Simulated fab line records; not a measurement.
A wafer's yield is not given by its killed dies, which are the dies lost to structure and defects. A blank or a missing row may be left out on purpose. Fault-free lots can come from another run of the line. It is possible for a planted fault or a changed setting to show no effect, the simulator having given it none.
Struck lot and sound lot, side by side ; flow nand-harc ; 17 out of 1302 route steps
Sound: wafers L629.4, L629.5, L629.6. Wafers struck: L640.2, L640.5, L640.6. The cause is named last.
Order at every step that has rows: each side's tool, ch and its chambers, its first start. Under that, the readings that differ: sound wafers ; struck wafers ; difference of the means ; sigmas: that difference in standard deviations of wafers without a fault.
alike: same words and numbers on both sides, and readings whose means sit less than 2 such deviations apart. not compared: any withheld reading, any reading some wafer has no value for, any bound like >300 that may hide the same value, and any number with overlapping values for which the record gives no deviation.
The two part at a step that has a row with sigmas, a row that says differs or no value, or rows on one side only. Numbers that have no deviation but don't overlap get no sigmas and don't part them. Lack of a reading on every wafer of one side parts them only where that side has two or more wafers.

first, 1 step without rows for these wafers: NHARC_A_M0_SRD_25.
NHARC_A_M0_INSPECT_27:
  sound: defect-inspect-02 at day 24 09:49; struck: defect-inspect-01 at day 29 12:18
  alike: raw-defect-count
NHARC_A_M0_PRE_CLEAN_31: time 12 s.
  sound on pecvd-02 ch 0,1,2, day 24 09:55; struck on pecvd-04 ch 0,1, day 29 12:23
  alike: heater-power-w
NHARC_A_M0_DEP_32: deposits SiCN, target thk 30 nm.
  sound on pecvd-02 ch 0,1,2, day 24 10:05; struck on pecvd-04 ch 0,1, day 29 12:32
  alike: heater-power-w, showerhead-vpp-V
then, 7 steps without rows for these wafers: NHARC_A_M1_DEP_00 (deposits SiOC, target thk 182.5 nm); NHARC_A_M1_DEHYDRATE_01 (time 120 s); NHARC_A_M1_HMDS_02 (time 30 s); NHARC_A_M1_COAT_34 (time 65 s); NHARC_A_M1_COAT_03 (resist thk 90 nm); NHARC_A_M1_SOFTBAKE_04 (time 55 s); NHARC_A_M1_EBR_05.
NHARC_A_M1_EXPOSE_06: exposes mask A M1, target cd 120 nm.
  sound on arfi-scanner-03 ch 0, day 24 11:04; struck on arfi-scanner-01 ch 0, day 29 13:25
reading;sound;struck;difference;sigmas
model.A_M1.overlay-x-nm (nm);-0.5987 -0.5987 -0.5987;14.27 14.27 14.27;+14.87;
  alike: mask, reticle-temp-C
then, 2 steps without rows for these wafers: NHARC_A_M1_PEB_07 (peb time 65 s); NHARC_A_M1_DEVELOP_08 (develop time 35 s).
NHARC_A_M1_CD_MEAS_09: the cd target is 120 nm.
  sound on cd-sem-02 ch 0, day 24 11:13; struck on cd-sem-01 ch 0, day 29 13:34
  alike: cd-nm
NHARC_A_M1_OVL_MEAS_10: pitch 240 nm.
  sound: overlay-02 at day 24 11:17; struck: overlay-01 at day 29 13:39
reading;sound;struck;difference;sigmas
overlay-x-nm (nm);-1.1 -0.4 -0.6;14.9 14.0 14.5;+15.2;+19
  alike: overlay-y-nm
NHARC_A_M1_INSPECT_11:
  sound: defect-inspect-01 at day 24 11:20; struck: defect-inspect-02 at day 29 13:41
  alike: raw-defect-count

== WHERE THEY PART ==
Only at NHARC_A_M1_OVL_MEAS_10, within this record. Later steps at which nothing parts them and some readings are alike: NHARC_A_M1_INSPECT_11.

WHY: what had been put in by the simulator
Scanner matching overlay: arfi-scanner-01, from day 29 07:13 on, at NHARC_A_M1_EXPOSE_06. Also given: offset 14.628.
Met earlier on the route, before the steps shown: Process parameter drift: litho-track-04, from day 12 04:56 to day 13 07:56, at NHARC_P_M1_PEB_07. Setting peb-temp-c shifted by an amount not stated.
